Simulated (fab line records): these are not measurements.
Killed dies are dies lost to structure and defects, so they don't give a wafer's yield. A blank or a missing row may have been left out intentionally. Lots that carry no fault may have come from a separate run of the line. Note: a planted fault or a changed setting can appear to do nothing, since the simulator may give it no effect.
Chamber matching	flow n5 finfet	N5_SD_EPI_P_ETCH_37 on rie diel-05: 4 sister chambers
The step etches SOC in N2/H2, overetch 108 nm, time 486 s. 8 wafers are shown with their chamber, then 8 later ones without.

## WAFERS PAIRED WITH THEIR CHAMBERS
wafer	chamber	drypump motor current A (A)	throttle valve pct (%)
L082.1	3	5.6	24.20
L082.5	0	6.1	23.83
L086.4	2	6.0	23.31
L086.5	1	5.2	23.68
L087.3	0	6.2	23.86
L087.4	2	6.1	23.31
L087.6	1	5.2	23.67
L089.1	3	5.6	23.95

## WAFERS WITH NO CHAMBER GIVEN
wafer	drypump motor current A (A)	throttle valve pct (%)
L089.2	5.2	23.68
L089.4	6.1	23.85
L090.1	6.2	23.86
L090.2	5.2	23.68
L090.3	6.1	23.31
L091.1	6.1	23.30
L091.4	5.2	23.70
L091.6	6.0	23.32

## EACH ONE'S CHAMBER
wafer	from the rows above	in truth
L089.2	1	1
L089.4	0	0
L090.1	0	0
L090.2	1	1
L090.3	2	2
L091.1	2	2
L091.4	1	1
L091.6	2	2
Placed correctly: 8 of 8. Can't be placed from these rows: 0. Number placed wrongly: 0.
How it was worked out, from the rows above alone: a wafer's distance from a chamber is the root of the sum, over the readings, of the square of ((its reading less the chamber's mean) divided by the reading's scatter). If the next closest chamber is less than 2 further off than the closest, the wafer can't be placed; otherwise it belongs to the closest. For every chamber, the mean is computed from those of its wafers that are shown. The scatter is the square root of a quotient: the sum, over the shown wafers, of each reading's squared deviation from its chamber's mean, divided by wafers minus chambers.
